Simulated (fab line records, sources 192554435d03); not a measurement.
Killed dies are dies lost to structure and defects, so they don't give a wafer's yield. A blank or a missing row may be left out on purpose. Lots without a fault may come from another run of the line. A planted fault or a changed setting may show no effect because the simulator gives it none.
fab line records | flow n5_finfet
record lots=24 wafers=72 last_day=19
route steps=1938 shown BEOL_M2@882 BEOL_M3@934
lots that met no fault: from a run of the same line without faults
start_h: hours from the record's first day to the start of the lot's first wafer shown | wait_h: hours since the lot's step before | " the same as in the row above | L1.1+2: a row that stands for several wafers | - no value, or no start given | * or withheld: withheld | < > ~ a bound
route shown NAME@n: a module of which the file shows steps, and the number in the route of the first | usual: mean/standard deviation of fault-free wafers | same: alike in all rows | chamber/n: place in a boat | sites: the reading at each site | _std_site: their standard deviation | _edge_site: outer sites' mean less inner sites' | radius_mm: how far each site lies from the wafer's centre | mask NAME#n: copy n | behind: the tool/chamber that last shaped the wafer | hold: why the lot was held/for how many hours/how that ended | device: the transistor (n, p or np) that didn't switch | end of line: the same wafers' tests at the end of the route | a step without rows: its recipe alone | killed: dies lost to structure and defects at the first sort, not the wafer's yield | map: a wafer's dies, x killed, . not, _ none there
set.NAME: the setting as run; set.NAME@STEP: as run at that earlier step | model.NAME: the simulator's own value behind a step, which no gauge read
steps of the route over a sample of lots; a table a step, a row a wafer
services: from which hour (start_h, from the record's first day; less than 0 if before it) a tool's chamber was out of use, for how many hours, and why
## steps
# step N5_BEOL_M2_ALD_98
# recipe material=SiO2 target_thk_a=25 temp_c=100 ald_precursor_family=BDEAS ald_co_reactant=O2-plasma pulse_time_s=1 co_reactant_pulse_time_s=1 purge_time_s=2 co_reactant_purge_time_s=2 ald_cycles=17 pressure_torr=2
# usual heater_power_outer_w=37/4.1 heater_power_w=73/6.7 precursor_pulse_height_rel=0.997/0.018
# columns lot.wafer tool chamber start_h wait_h heater_power_outer_w heater_power_w precursor_pulse_height_rel
L074.1 ald_sin-02 0 136.99 0.4 40 74 1.006
L074.5 " 0 " " 40 72 0.986
L074.6 " 1 " " 39 78 0.998
L075.2 ald_sin-02 3 145.70 0.2 47 87 0.987
L075.5 " 0 " " 40 72 1.022
L075.6 " 1 " " 38 75 1.002
L076.4 ald_sin-02 0 151.84 0.1 40 74 0.996
L076.5 " 1 " " 38 76 1.024
L076.6 " 0 " " 39 71 1.003
L078.4 ald_sin-01 1 165.00 0.1 40 78 0.998
L078.5 " 2 " " 43 83 0.994
L078.6 " 1 " " 38 77 1.018
L079.1 ald_sin-04 3 167.20 0.1 31 63 0.960
L079.3 " 1 " " 38 77 1.001
L079.4 " 2 " " 37 73 0.999
L077.1 ald_sin-04 0 171.85 0.9 33 63 0.975
L077.3 " 2 " " 36 71 0.990
L077.6 " 0 " " 32 65 1.018
L081.2 ald_sin-01 0 174.77 0.1 40 75 0.952
L081.3 " 3 " " 39 77 0.991
L081.5 " 0 " " 39 74 0.982
L080.3 ald_sin-02 0 174.77 0.1 40 74 0.993
L080.4 " 3 " " 47 86 1.024
L080.5 " 1 " " 39 75 0.994
L082.2 ald_sin-04 3 190.82 1.6 31 63 0.992
L082.3 " 0 " " 32 66 1.016
L082.6 " 2 " " 35 72 0.986
L083.3 ald_sin-04 2 190.92 1.5 35 73 1.030
L083.4 " 3 " " 31 64 1.015
L083.5 " 0 " " 32 66 1.013
L084.1 ald_sin-04 2 204.90 0.2 35 73 1.030
L084.4 " 2 " " 35 73 0.991
L084.6 " 3 " " 31 61 0.986
L085.1 ald_sin-04 3 214.15 0.8 31 63 0.970
L085.4 " 0 " " 32 65 1.023
L085.6 " 0 " " 32 64 1.006
L086.1 ald_sin-04 0 214.38 0.1 33 63 0.984
L086.2 " 2 " " 36 73 0.992
L086.3 " 1 " " 39 81 0.988
L087.1 ald_sin-01 0 237.03 0.1 39 74 1.010
L087.2 " 2 " " 40 77 0.987
L087.4 " 3 " " 39 77 0.984
L088.1 ald_sin-04 2 239.45 0.1 36 73 0.998
L088.3 " 1 " " 38 79 1.040
L088.5 " 3 " " 30 61 0.987
L090.1 ald_sin-04 1 240.87 0.1 38 79 0.996
L090.2 " 3 " " 31 62 0.995
L090.6 " 0 " " 33 64 1.000
L089.2 ald_sin-04 1 240.96 0.1 39 78 0.992
L089.3 " 3 " " 30 63 0.986
L089.6 " 3 " " 31 64 0.978
L091.2 ald_sin-01 2 243.65 0.1 40 77 0.986
L091.3 " 3 " " 39 78 0.986
L091.4 " 0 " " 40 74 0.999
L092.2 ald_sin-04 3 253.40 0.3 31 63 1.016
L092.4 " 2 " " 36 71 0.993
L092.6 " 2 " " 35 72 0.992
L093.1 ald_sin-01 0 253.98 0.3 40 74 1.007
L093.5 " 0 " " 38 74 1.014
L093.6 " 1 " " 39 75 0.967
L094.2 ald_sin-04 3 261.56 0.1 31 63 1.006
L094.3 " 0 " " 31 64 0.991
L094.5 " 3 " " 31 62 0.987
L095.1 ald_sin-02 0 273.70 0.2 40 74 0.993
L095.2 " 1 " " 39 78 1.034
L095.4 " 2 " " 40 80 1.017
L096.1 ald_sin-02 3 284.05 0.1 46 87 1.024
L096.3 " 0 " " 41 76 0.973
L096.5 " 3 " " 47 89 1.000
L097.1 ald_sin-01 2 286.77 0.1 40 78 1.032
L097.4 " 1 " " 37 75 1.000
L097.5 " 2 " " 41 78 0.986
# step N5_BEOL_M2_OCD_MEAS_38
# usual trench_depth_nm=54.9/1.1
# columns lot.wafer tool chamber start_h wait_h trench_depth_nm
L074.1 ocd-02 - 144.56 - 55.6
L074.5 " - " " 55.1
L074.6 " - " " 54.8
L075.2 ocd-02 - 166.05 - 53.8
L075.5 " - " " 55.2
L075.6 " - " " 54.0
L076.4 ocd-02 - 166.23 - 56.4
L076.5 " - " " 54.1
L076.6 " - " " 55.6
L079.1 ocd-02 - 169.12 - 55.9
L079.3 " - " " 54.7
L079.4 " - " " 57.8
L078.4 ocd-01 - 169.13 - 55.1
L078.5 " - " " 54.1
L078.6 " - " " 53.4
L077.1 ocd-01 - 173.51 - 55.6
L077.3 " - " " 55.5
L077.6 " - " " 54.1
L081.2 ocd-02 - 177.72 - 54.3
L081.3 " - " " 55.6
L081.5 " - " " 56.0
L080.3 ocd-02 - 177.83 - 52.5
L080.4 " - " " 55.1
L080.5 " - " " 53.7
L083.3 ocd-02 - 193.26 - 53.2
L083.4 " - " " 55.6
L083.5 " - " " 52.7
L082.2 ocd-02 - 197.02 - 56.1
L082.3 " - " " 55.0
L082.6 " - " " 54.4
L084.1 ocd-01 - 212.01 - 54.2
L084.4 " - " " 56.9
L084.6 " - " " 53.8
L086.1 ocd-02 - 223.93 - 54.0
L086.2 " - " " 54.6
L086.3 " - " " 57.0
L085.1 ocd-02 - 225.37 - 54.4
L085.4 " - " " 55.8
L085.6 " - " " 56.2
L087.1 ocd-02 - 238.03 - 52.8
L087.2 " - " " 55.3
L087.4 " - " " 55.4
L088.1 ocd-02 - 241.30 - 57.0
L088.3 " - " " 53.5
L088.5 " - " " 53.7
L090.1 ocd-01 - 246.88 - 54.1
L090.2 " - " " 56.2
L090.6 " - " " 56.0
L089.2 ocd-01 - 247.33 - 54.8
L089.3 " - " " 54.1
L089.6 " - " " 54.9
L091.2 ocd-02 - 250.80 - 56.1
L091.3 " - " " 54.7
L091.4 " - " " 55.7
L092.2 ocd-01 - 258.31 - 54.3
L092.4 " - " " 57.5
L092.6 " - " " 55.2
L093.1 ocd-02 - 260.11 - 54.6
L093.5 " - " " 52.6
L093.6 " - " " 54.6
L094.2 ocd-02 - 266.29 - 54.5
L094.3 " - " " 54.9
L094.5 " - " " 54.7
L095.1 ocd-02 - 274.86 - 53.9
L095.2 " - " " 56.8
L095.4 " - " " 54.1
L096.1 ocd-02 - 286.20 - 54.9
L096.3 " - " " 55.1
L096.5 " - " " 55.2
L097.1 ocd-02 - 289.32 - 54.4
L097.4 " - " " 53.4
L097.5 " - " " 55.0
# step N5_BEOL_M2_PRE_CLEAN_45
# recipe gas=H2/He time_s=30 temp_c=250
# usual heater_power_w=337/36
# columns lot.wafer tool chamber start_h wait_h heater_power_w
L074.1 pvd_sputter-01 - 145.14 0.0 418
L074.5 " - " " 358
L074.6 " - " " 293
L075.2 pvd_sputter-02 - 166.42 0.0 285
L075.5 " - " " 289
L075.6 " - " " 379
L076.4 pvd_sputter-03 - 166.52 0.0 316
L076.5 " - " " 314
L076.6 " - " " 323
L079.1 pvd_sputter-01 - 169.82 0.0 306
L079.3 " - " " 323
L079.4 " - " " 302
L078.4 pvd_sputter-01 - 169.93 0.0 326
L078.5 " - " " 304
L078.6 " - " " 359
L077.1 pvd_sputter-01 - 174.03 0.0 412
L077.3 " - " " 369
L077.6 " - " " 305
L081.2 pvd_sputter-03 - 178.10 0.0 320
L081.3 " - " " 322
L081.5 " - " " 320
L080.3 pvd_sputter-03 - 178.18 0.0 315
L080.4 " - " " 323
L080.5 " - " " 317
L083.3 pvd_sputter-02 - 193.84 0.0 337
L083.4 " - " " 283
L083.5 " - " " 384
L082.2 pvd_sputter-03 - 197.70 0.0 319
L082.3 " - " " 341
L082.6 " - " " 320
L084.1 pvd_sputter-01 - 212.37 0.0 351
L084.4 " - " " 330
L084.6 " - " " 314
L086.1 pvd_sputter-03 - 224.87 0.0 307
L086.2 " - " " 344
L086.3 " - " " 321
L085.1 pvd_sputter-01 - 227.60 0.0 336
L085.4 " - " " 306
L085.6 " - " " 352
L087.1 pvd_sputter-03 - 238.73 0.0 318
L087.2 " - " " 344
L087.4 " - " " 329
L088.1 pvd_sputter-01 - 241.88 0.0 363
L088.3 " - " " 417
L088.5 " - " " 322
L090.1 pvd_sputter-03 - 247.27 0.0 343
L090.2 " - " " 322
L090.6 " - " " 319
L089.2 pvd_sputter-03 - 247.91 0.0 330
L089.3 " - " " 316
L089.6 " - " " 313
L091.2 pvd_sputter-01 - 251.83 0.0 427
L091.3 " - " " 305
L091.4 " - " " 322
L092.2 pvd_sputter-01 - 259.52 0.0 354
L092.4 " - " " 310
L092.6 " - " " 307
L093.1 pvd_sputter-02 - 260.70 0.0 288
L093.5 " - " " 279
L093.6 " - " " 367
L094.2 pvd_sputter-03 - 266.91 0.0 317
L094.3 " - " " 319
L094.5 " - " " 322
L095.1 pvd_sputter-01 - 275.35 0.0 409
L095.2 " - " " 316
L095.4 " - " " 329
L096.1 pvd_sputter-01 - 286.60 0.0 322
L096.3 " - " " 362
L096.5 " - " " 417
L097.1 pvd_sputter-01 - 289.96 0.0 426
L097.4 " - " " 359
L097.5 " - " " 306
# step N5_BEOL_M2_CMP_52
# recipe stop_on=SiOC t_overpolish_s=6.8 down_force_psi=1 platen_rpm=50 clearing_platen_down_force_psi=1.5 clearing_platen_rpm=50 post_cmp_clean=cu_alkaline target_thk_nm=40 clearing_platen_pad_velocity_m_s=0.99484 pad_velocity_m_s=0.99484
# usual barrier_field_endpoint_s=24.7/0.82 motor_current_A=5.9/0.57 overpolish_run_s=6.800/0.0096 time_to_endpoint_s=62/4.1
# columns lot.wafer tool chamber start_h wait_h barrier_field_endpoint_s motor_current_A overpolish_run_s time_to_endpoint_s
L074.1 cmp-03 1 150.69 0.3 24.6 6.6 6.801 62
L074.5 " 1 " " 25.1 6.7 6.827 60
L074.6 " 2 " " 23.8 6.5 6.794 56
L075.2 cmp-01 3 169.50 0.3 24.9 5.9 6.762 61
L075.5 " 0 " " 25.7 7.2 6.807 66
L075.6 " 1 " " 24.9 5.7 6.799 64
L076.4 cmp-01 2 171.45 0.2 25.1 6.2 6.790 67
L076.5 " 3 " " 25.1 5.5 6.788 62
L076.6 " 0 " " 26.0 6.4 6.811 68
L079.3 cmp-01 2 173.41 0.2 25.7 6.3 6.808 68
L079.1 " 3 " " 25.2 5.7 6.803 62
L079.4 " 0 " " 26.2 6.4 6.808 67
L078.4 cmp-02 3 173.59 0.2 24.0 5.8 6.803 57
L078.6 " 1 " " 23.5 5.8 6.799 58
L078.5 " 2 " " 26.1 4.8 6.790 69
L077.1 cmp-01 1 177.23 0.3 24.5 5.6 6.792 64
L077.3 " 2 " " 24.5 6.7 6.780 63
L077.6 " 0 " " 25.2 6.6 6.789 64
L081.3 cmp-03 1 180.97 0.2 24.5 6.5 6.788 64
L081.2 " 2 " " 24.6 6.0 6.813 61
L081.5 " 1 " " 25.5 6.9 6.800 64
L080.3 cmp-02 3 182.47 1.4 23.5 6.3 6.816 62
L080.4 " 0 " " 24.0 5.8 6.791 62
L080.5 " 2 " " 25.0 4.7 6.811 68
L083.4 cmp-03 2 198.05 0.2 23.6 6.1 6.793 56
L083.3 " 0 " " 23.4 5.8 6.803 52
L083.5 " 1 " " 25.4 6.8 6.796 61
L082.3 cmp-03 0 201.11 0.2 23.2 5.9 6.796 55
L082.2 " 1 " " 24.3 6.9 6.809 62
L082.6 " 0 " " 23.6 5.9 6.802 56
L084.4 cmp-03 0 216.04 0.2 24.1 5.8 6.788 56
L084.1 " 1 " " 24.5 6.7 6.797 61
L084.6 " 1 " " 25.3 6.9 6.815 65
L086.1 cmp-01 3 228.02 0.3 25.2 5.8 6.801 61
L086.3 " 1 " " 24.9 5.4 6.787 64
L086.2 " 2 " " 25.0 6.3 6.787 66
L085.1 cmp-03 2 230.64 0.3 24.4 6.2 6.789 58
L085.4 " 1 " " 25.0 6.9 6.794 60
L085.6 " 3 " " 25.4 5.9 6.809 64
L087.4 cmp-01 2 241.69 0.1 24.3 6.5 6.796 67
L087.2 " 3 " " 24.2 5.6 6.794 63
L087.1 " 1 " " 24.6 5.7 6.797 64
L088.1 cmp-02 2 245.05 0.3 25.0 4.7 6.791 63
L088.3 " 0 " " 25.0 6.3 6.784 62
L088.5 " 3 " " 24.0 5.5 6.798 57
L090.1 cmp-02 0 250.28 0.3 24.6 5.5 6.803 63
L090.2 " 1 " " 23.9 5.7 6.799 58
L090.6 " 0 " " 24.6 6.1 6.820 62
L089.3 cmp-01 2 251.15 0.2 25.1 6.3 6.812 64
L089.2 " 3 " " 23.6 5.5 6.802 57
L089.6 " 2 " " 24.4 6.3 6.783 62
L091.4 cmp-02 2 255.08 0.1 25.1 4.9 6.791 66
L091.2 " 3 " " 23.5 5.7 6.790 58
L091.3 " 1 " " 22.8 5.3 6.792 56
L092.2 cmp-03 3 262.81 0.2 25.2 5.8 6.795 65
L092.4 " 1 " " 24.8 7.0 6.799 64
L092.6 " 2 " " 24.5 6.0 6.794 58
L093.1 cmp-01 2 264.09 0.3 24.7 6.3 6.806 62
L093.5 " 1 " " 25.8 5.6 6.795 61
L093.6 " 2 " " 25.2 6.1 6.798 65
L094.2 cmp-01 1 269.85 0.2 24.8 5.5 6.789 64
L094.3 " 3 " " 23.8 5.5 6.796 59
L094.5 " 2 " " 25.9 6.4 6.798 64
L095.1 cmp-03 2 278.56 0.3 23.4 6.2 6.812 57
L095.2 " 0 " " 22.6 5.6 6.811 50
L095.4 " 1 " " 24.1 6.6 6.802 60
L096.1 cmp-02 2 289.51 0.3 24.8 4.8 6.813 66
L096.3 " 3 " " 23.5 5.9 6.801 61
L096.5 " 1 " " 25.0 5.4 6.801 62
L097.1 cmp-02 2 293.07 0.3 26.0 4.7 6.811 69
L097.4 " 3 " " 24.9 5.7 6.795 62
L097.5 " 3 " " 24.2 5.6 6.794 59
# step N5_BEOL_M2_RS_MEAS_58
# recipe thk_meas_gauge=four-point-probe reads=Co_of_BEOL_M2_CO_CAP_55+Cu_of_BEOL_M2_ECD_50+Co_of_BEOL_M2_CVD_47+TaN_of_BEOL_M2_ALD_84
# usual M2_RS=0.69/0.042
# columns lot.wafer tool chamber start_h wait_h M2_RS[ohm/sq]
L074.1 film_metro-01 - 151.25 0.0 0.66
L074.5 " - " " 0.68
L074.6 " - " " 0.71
L075.2 film_metro-02 - 169.94 0.1 0.71
L075.5 " - " " 0.63
L075.6 " - " " 0.70
L076.4 film_metro-01 - 171.90 0.0 0.63
L076.5 " - " " 0.72
L076.6 " - " " 0.62
L079.1 film_metro-02 - 173.93 0.0 0.66
L079.3 " - " " 0.65
L079.4 " - " " 0.62
L078.4 film_metro-01 - 174.13 0.0 0.69
L078.5 " - " " 0.62
L078.6 " - " " 0.72
L077.1 film_metro-02 - 177.75 0.1 0.65
L077.3 " - " " 0.64
L077.6 " - " " 0.67
L081.2 film_metro-02 - 181.52 0.1 0.69
L081.3 " - " " 0.66
L081.5 " - " " 0.67
L080.3 film_metro-02 - 183.22 0.1 0.78
L080.4 " - " " 0.67
L080.5 " - " " 0.66
L083.3 film_metro-02 - 198.58 0.1 0.81
L083.4 " - " " 0.69
L083.5 " - " " 0.74
L082.2 film_metro-02 - 201.63 0.1 0.66
L082.3 " - " " 0.74
L082.6 " - " " 0.75
L084.1 film_metro-02 - 216.62 0.1 0.72
L084.4 " - " " 0.68
L084.6 " - " " 0.70
L086.1 film_metro-02 - 228.58 0.0 0.73
L086.2 " - " " 0.65
L086.3 " - " " 0.63
L085.1 film_metro-01 - 231.23 0.1 0.75
L085.4 " - " " 0.69
L085.6 " - " " 0.67
L087.1 film_metro-02 - 242.26 0.1 0.70
L087.2 " - " " 0.72
L087.4 " - " " 0.66
L088.1 film_metro-02 - 245.64 0.1 0.63
L088.3 " - " " 0.72
L088.5 " - " " 0.80
L090.1 film_metro-01 - 250.80 0.0 0.71
L090.2 " - " " 0.67
L090.6 " - " " 0.66
L089.2 film_metro-01 - 251.71 0.1 0.76
L089.3 " - " " 0.71
L089.6 " - " " 0.70
L091.2 film_metro-02 - 255.68 0.1 0.67
L091.3 " - " " 0.66
L091.4 " - " " 0.62
L092.2 film_metro-02 - 263.33 0.1 0.68
L092.4 " - " " 0.61
L092.6 " - " " 0.69
L093.1 film_metro-02 - 264.60 0.0 0.64
L093.5 " - " " 0.74
L093.6 " - " " 0.67
L094.2 film_metro-01 - 270.48 0.1 0.69
L094.3 " - " " 0.71
L094.5 " - " " 0.68
L095.1 film_metro-02 - 279.30 0.0 0.75
L095.2 " - " " 0.69
L095.4 " - " " 0.69
L096.1 film_metro-01 - 290.02 0.0 0.66
L096.3 " - " " 0.70
L096.5 " - " " 0.69
L097.1 film_metro-02 - 293.63 0.1 0.66
L097.4 " - " " 0.75
L097.5 " - " " 0.72
# step N5_BEOL_M3_HM_DEP_02
# recipe material=TiN target_thk_a=200 temp_c=25 chamber_pressure_pa=0.49996
# usual throttle_valve_pct=30.3/0.77
# columns lot.wafer tool chamber start_h wait_h throttle_valve_pct
L074.1 pvd_sputter-01 - 155.97 4.5 30.8
L074.5 " - " " 30.8
L074.6 " - " " 31.0
L075.2 pvd_sputter-03 - 172.80 2.7 30.2
L075.5 " - " " 29.6
L075.6 " - " " 30.3
L076.4 pvd_sputter-01 - 173.05 1.0 31.2
L076.5 " - " " 30.8
L076.6 " - " " 29.1
L079.1 pvd_sputter-03 - 177.10 3.0 29.5
L079.3 " - " " 29.3
L079.4 " - " " 29.8
L078.4 pvd_sputter-03 - 177.40 3.1 30.5
L078.5 " - " " 30.0
L078.6 " - " " 30.4
L077.1 pvd_sputter-03 - 178.22 0.3 29.1
L077.3 " - " " 30.0
L077.6 " - " " 30.3
L081.2 pvd_sputter-02 - 181.79 0.1 30.7
L081.3 " - " " 29.8
L081.5 " - " " 31.8
L080.3 pvd_sputter-02 - 185.54 2.1 31.6
L080.4 " - " " 30.7
L080.5 " - " " 29.9
L083.3 pvd_sputter-01 - 200.77 2.0 30.2
L083.4 " - " " 30.9
L083.5 " - " " 31.2
L082.2 pvd_sputter-02 - 202.88 1.1 31.9
L082.3 " - " " 29.7
L082.6 " - " " 30.0
L084.1 pvd_sputter-01 - 218.98 2.2 31.1
L084.4 " - " " 31.1
L084.6 " - " " 30.0
L086.1 pvd_sputter-01 - 230.01 1.3 29.3
L086.2 " - " " 31.0
L086.3 " - " " 30.1
L085.1 pvd_sputter-02 - 233.35 1.9 30.7
L085.4 " - " " 29.7
L085.6 " - " " 30.0
L087.1 pvd_sputter-02 - 244.73 2.3 31.6
L087.2 " - " " 30.5
L087.4 " - " " 30.1
L088.1 pvd_sputter-02 - 246.09 0.2 29.8
L088.3 " - " " 31.8
L088.5 " - " " 30.0
L090.1 pvd_sputter-01 - 251.88 0.9 29.1
L090.2 " - " " 30.0
L090.6 " - " " 31.3
L089.2 pvd_sputter-01 - 252.49 0.6 28.9
L089.3 " - " " 30.9
L089.6 " - " " 29.3
L091.2 pvd_sputter-01 - 258.40 2.5 29.2
L091.3 " - " " 30.1
L091.4 " - " " 31.0
L092.2 pvd_sputter-02 - 264.72 1.2 31.7
L092.4 " - " " 29.8
L092.6 " - " " 31.5
L093.1 pvd_sputter-02 - 265.06 0.3 30.0
L093.5 " - " " 29.6
L093.6 " - " " 31.7
L094.2 pvd_sputter-01 - 271.36 0.7 30.7
L094.3 " - " " 31.3
L094.5 " - " " 31.0
L095.1 pvd_sputter-02 - 282.45 3.0 31.9
L095.2 " - " " 30.1
L095.4 " - " " 30.3
L096.1 pvd_sputter-02 - 292.73 2.5 29.8
L096.3 " - " " 30.2
L096.5 " - " " 30.7
L097.1 pvd_sputter-02 - 295.86 2.0 30.4
L097.4 " - " " 31.6
L097.5 " - " " 29.9
## services
# columns tool chamber start_h hours kind
ald_sin-04 3 123.68 6.9 repair
cmp-01 - 131.09 4.0 pm
pvd_sputter-02 - 146.23 1.1 repair
cmp-03 - 151.95 0.4 repair
cmp-02 - 157.98 0.8 repair
ald_sin-01 - 177.04 14.0 pm
ald_sin-02 - 191.13 14.6 pm
cmp-03 - 194.07 0.9 repair
ald_sin-02 0 210.93 13.8 repair
cmp-01 - 214.31 10.5 pm
cmp-02 - 239.43 4.0 pm
cmp-03 - 240.10 2.5 repair
cmp-02 - 255.34 0.7 repair
ald_sin-04 - 268.38 14.0 pm
ald_sin-04 0 268.38 14.0 vent_cycle
ald_sin-04 1 268.38 14.0 vent_cycle
ald_sin-04 2 268.38 14.0 vent_cycle
ald_sin-04 3 268.38 14.0 vent_cycle
cmp-02 - 273.64 5.6 pm
cmp-03 - 275.77 1.4 repair
ald_sin-04 0 282.38 - clean
cmp-01 - 289.56 1.3 repair
cmp-03 - 289.77 4.0 pm
ald_sin-04 0 291.09 2.0 repair
## key
fault none
